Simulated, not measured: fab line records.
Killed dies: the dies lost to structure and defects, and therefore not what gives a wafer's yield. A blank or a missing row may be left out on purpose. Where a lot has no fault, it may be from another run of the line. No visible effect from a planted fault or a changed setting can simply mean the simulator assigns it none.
Matching of chambers -- flow n5 finfet -- N5_MOL_CONTACT_COAG_DESCUM_13 on rie diel-03 has 4 sister chambers
The step chemistry O2, time 7 s. 4 wafers are shown with their chamber, then 9 later ones without.

## WAFERS PAIRED WITH THEIR CHAMBERS
wafer,chamber,drypump motor current A (A)
L089.2,2,5.9
L090.2,3,6.0
L090.5,1,5.5
L090.6,0,6.1

## WAFERS MISSING THEIR CHAMBER
wafer,drypump motor current A (A)
L093.2,6.1
L093.3,5.5
L093.4,6.0
L092.2,5.4
L092.3,5.9
L092.4,6.0
L094.3,6.0
L094.4,6.1
L094.6,6.1

## THE CHAMBER EACH PASSED THROUGH
wafer,from the rows above,in truth
L093.2,0,0
L093.3,1,1
L093.4,3,3
L092.2,1,1
L092.3,2,2
L092.4,3,3
L094.3,3,3
L094.4,0,0
L094.6,0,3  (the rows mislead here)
Correct placement for 8 of the 9. Number that these rows cannot place: 0. 1 placed wrongly.
How it was worked out, from the rows above alone: a wafer's distance from a chamber is the root of the sum, over the readings, of the square of ((its reading less the chamber's mean) divided by the reading's scatter). If the next closest chamber is less than 2 further off than the closest, the wafer can't be placed; otherwise it belongs to the closest. A chamber's mean is the mean of its shown wafers. The scatter: with one shown wafer a chamber, the root of the mean of the squares of how far each hidden wafer lies from its nearest shown one.
